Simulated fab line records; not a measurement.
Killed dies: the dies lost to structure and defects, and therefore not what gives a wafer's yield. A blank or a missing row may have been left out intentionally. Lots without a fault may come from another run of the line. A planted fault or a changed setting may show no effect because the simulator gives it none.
Matching of chambers -- flow nand harc -- 4 sister chambers for NHARC_A_CONTACT_CMP_20 on cmp-04
The step polishes, t overpolish 30 s, target thk 300 nm. 4 wafers are shown with their chamber, then 8 later ones without.

## EACH WAFER AND ITS CHAMBER
wafer,chamber,motor current A (A)
L079.2,2,10.7
L080.2,0,13.1
L080.4,3,11.8
L086.2,1,12.6

## WAFERS WHOSE CHAMBER IS MISSING
wafer,motor current A (A)
L086.3,10.9
L086.5,12.3
L095.1,12.5
L095.2,10.5
L095.5,11.9
L096.1,12.7
L096.2,10.3
L096.3,11.7

## WHICH CHAMBER EACH ONE RAN IN
wafer,from the rows above,in truth
L086.3,2,2
L086.5,can't be placed: 1 or 3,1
L095.1,1,1
L095.2,2,2
L095.5,3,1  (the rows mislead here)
L096.1,can't be placed: 1 or 0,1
L096.2,2,2
L096.3,3,3
5 of 8 placed correctly. Cannot be placed on the basis of these rows: 2; the candidates contain the true chamber in 2. Placed wrongly: 1.
How it was worked out, from the rows above alone: a wafer's distance from a chamber is the root of the sum, over the readings, of the square of ((its reading less the chamber's mean) divided by the reading's scatter). The wafer belongs to the nearest chamber; if the next one is less than 2 further off, it can't be placed. For every chamber, the mean is computed from those of its wafers that are shown. The scatter: with one shown wafer a chamber, the root of the mean of the squares of how far each hidden wafer lies from its nearest shown one.
